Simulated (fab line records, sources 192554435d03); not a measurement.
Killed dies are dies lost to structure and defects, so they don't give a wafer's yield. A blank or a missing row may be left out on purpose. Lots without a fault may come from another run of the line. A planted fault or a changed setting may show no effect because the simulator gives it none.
Chamber matching | flow n5_finfet | N5_ZERO_LAYER_PECVD_02 on pecvd-01: 3 sister chambers
The step deposits SiO2 from SiH4/N2O, target thk 10 nm, time 6 s. 6 wafers are shown with their chamber, then 12 later ones without.

WAFERS WITH THEIR CHAMBER
wafer  | chamber | showerhead_plenum_p_Torr (Torr) | heater_power_w (W)
L089.1 | 2       | 8.27                            | 663
L089.2 | 1       | 8.29                            | 873
L089.3 | 0       | 7.98                            | 780
L090.3 | 0       | 7.97                            | 805
L090.4 | 2       | 8.28                            | 729
L090.6 | 1       | 8.28                            | 786

WAFERS WITHOUT THEIR CHAMBER
wafer  | showerhead_plenum_p_Torr (Torr) | heater_power_w (W)
L091.2 | 7.96                            | 888
L091.4 | 8.30                            | 660
L091.6 | 7.99                            | 890
L093.1 | 8.00                            | 782
L093.5 | 7.98                            | 825
L093.6 | 8.25                            | 834
L096.1 | 8.29                            | 723
L096.3 | 8.25                            | 830
L096.5 | 7.98                            | 852
L097.1 | 8.29                            | 661
L097.2 | 8.27                            | 941
L097.3 | 7.98                            | 861

WHICH CHAMBER EACH WENT THROUGH
wafer  | from the rows above     | in truth
L091.2 | 0                       | 0
L091.4 | can't be placed: 2 or 1 | 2
L091.6 | 0                       | 0
L093.1 | 0                       | 0
L093.5 | 0                       | 0
L093.6 | can't be placed: 2 or 1 | 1
L096.1 | can't be placed: 2 or 1 | 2
L096.3 | can't be placed: 2 or 1 | 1
L096.5 | 0                       | 0
L097.1 | can't be placed: 2 or 1 | 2
L097.2 | 1                       | 1
L097.3 | 0                       | 0
Placed correctly: 7 of 12. Can't be placed from these rows: 5 (the true chamber is among the candidates in 5). Placed wrongly: 0.
How it was worked out, from the rows above alone: a wafer's distance from a chamber is the root of the sum, over the readings, of the square of ((its reading less the chamber's mean) divided by the reading's scatter). The wafer belongs to the nearest chamber; if the next one is less than 2 further off, it can't be placed. A chamber's mean is the mean of its shown wafers. The scatter: the root of (the sum of the squares of (reading less its chamber's mean) over the shown wafers, divided by (wafers less chambers)).
